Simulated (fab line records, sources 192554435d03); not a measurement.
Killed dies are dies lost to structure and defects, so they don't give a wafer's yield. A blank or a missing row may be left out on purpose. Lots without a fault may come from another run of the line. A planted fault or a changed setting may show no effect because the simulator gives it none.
Split-lot experiment | flow n5_finfet | 7 lots, 21 wafers read, on a route of 1938 steps

THE SPLIT
At N5_BEOL_M10_TRENCH_ETCH_37 (etches SiCOH lowk in C4F6/O2, target depth 148.83 nm, time 48 s), the setting time_s was moved away from the recipe's 48 s on 5 of the 21 wafers read, by -19.5% to +20.8%. The other wafers ran this setting at the recipe's value.

FROM THE SPLIT TO THE READING: what the file shows between them, 4 steps
- N5_BEOL_M10_ETCH_41: etches SiCN in CH3F/O2, target depth 42.6 nm, time 86 s
- N5_BEOL_M10_STRIP_77: strips in N2/H2, time 10 s
- N5_BEOL_M10_ECD_50: material Cu, target thk 318 nm
- N5_BEOL_M10_ANNEAL_51: time 90 s

THE READING
Cu_of_BEOL_M10_ECD_50.thk_nm (the simulator's own value, which no gauge read), in nm, at N5_BEOL_M10_CMP_52 (polishes, stops on SiCOH lowk, t overpolish 7 s, target thk 140 nm). The file gives no usual value for it. The 16 wafers here that ran the recipe average 139.6 nm, standard deviation 1.9 nm.

wafer  | tool, chamber at the split | time_s as run, s | against the recipe | Cu_of_BEOL_M10_ECD_50.thk_nm, nm | against lot-mates on the recipe
L077.4 | rie_diel-04, 2             | 48               | recipe             | 142.2                            | -
L077.5 | rie_diel-04, 1             | 38.73            | -19.3%             | 110.2                            | -31.2
L077.6 | rie_diel-04, 2             | 48               | recipe             | 140.6                            | -
L075.1 | rie_diel-05, 1             | 48               | recipe             | 142.2                            | -
L075.4 | rie_diel-05, 2             | 48               | recipe             | 136.4                            | -
L075.5 | rie_diel-05, 3             | 48               | recipe             | 136.8                            | -
L079.1 | rie_diel-04, 1             | 48               | recipe             | 141.8                            | -
L079.4 | rie_diel-04, 0             | 48               | recipe             | 141.6                            | -
L079.6 | rie_diel-04, 0             | 38.63            | -19.5%             | 112.4                            | -29.3
L082.4 | rie_diel-02, 2             | 57.98            | +20.8%             | 169                              | +31.0
L082.3 | rie_diel-02, 0             | 57.98            | +20.8%             | 168.4                            | +30.4
L082.5 | rie_diel-02, 2             | 48               | recipe             | 138                              | -
L085.3 | rie_diel-02, 3             | 48               | recipe             | 137                              | -
L085.5 | rie_diel-02, 3             | 48               | recipe             | 138                              | -
L085.6 | rie_diel-02, 0             | 48               | recipe             | 139.6                            | -
L086.4 | rie_diel-04, 1             | 38.76            | -19.2%             | 111.4                            | -27.5
L086.2 | rie_diel-04, 3             | 48               | recipe             | 139.2                            | -
L086.6 | rie_diel-04, 2             | 48               | recipe             | 138.6                            | -
L092.4 | rie_diel-04, 3             | 48               | recipe             | 141.2                            | -
L092.3 | rie_diel-04, 1             | 48               | recipe             | 139.4                            | -
L092.5 | rie_diel-04, 2             | 48               | recipe             | 141                              | -

THE FIT
A straight line over all 21 wafers: Cu_of_BEOL_M10_ECD_50.thk_nm changes by +1.43 nm for each +1% of time_s; r = +0.99; the points scatter about the line by 1.8 nm.
The same after taking each lot's own level away (the mean of its wafers on the recipe; 21 wafers): +1.5 nm for each +1%; r = +1.00; scatter 1.4 nm.
On that fit, the largest move of time_s shifts the reading by 31 nm.
The lots' own levels span 138.00 to 141.70 nm, that is 1.9 times the standard deviation above.
So the lot-to-lot level changes the slope little: the two slopes agree.
Check: with one of the wafers moved furthest among these (+20.8%) left out of the fit, the line predicts +31.1 nm for it against its lot-mates. It came out at +31 nm against them.

OTHER SPLITS ON THESE WAFERS
These wafers also went through other splits before the reading. Each is held against what the fit with the lots' levels taken away leaves over:
other split on the same wafers | wafers away from the commonest value | r with Cu_of_BEOL_M10_ECD_50.thk_nm (lot level and that fit taken away)
N5_BEOL_M10_VIA_ETCH_34 time_s | 10                                   | +0.16

THE WHOLE CHAIN: every reading that the file lists as answering this split, in the file's order
step                       | what it does                                                       | reading                                                                           | change (the file's fit)                | r (the file's)
N5_BEOL_M10_TRENCH_ETCH_37 | etches SiCOH lowk in C4F6/O2, target depth 148.83 nm, time 48 s    | etch.depth_nm (the simulator's own value, which no gauge read)                    | +1.5 nm for each +1% of the setting    | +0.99
N5_BEOL_M10_TRENCH_ETCH_37 | etches SiCOH lowk in C4F6/O2, target depth 148.83 nm, time 48 s    | BEOL_M10.feature_depth_nm (the simulator's own value, which no gauge read)        | +1.5 nm for each +1% of the setting    | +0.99
N5_BEOL_M10_TRENCH_ETCH_37 | etches SiCOH lowk in C4F6/O2, target depth 148.83 nm, time 48 s    | TiN_of_BEOL_M10_HM_DEP_02.thk_nm (the simulator's own value, which no gauge read) | -0.0521 nm for each +1% of the setting | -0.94
N5_BEOL_M10_CMP_52         | polishes, stops on SiCOH lowk, t overpolish 7 s, target thk 140 nm | Cu_of_BEOL_M10_ECD_50.thk_nm (the simulator's own value, which no gauge read)     | +1.5 nm for each +1% of the setting    | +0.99

THE FILE'S OWN FIT
Cu_of_BEOL_M10_ECD_50.thk_nm changes by +1.5 nm for each +1% of time_s, r = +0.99.
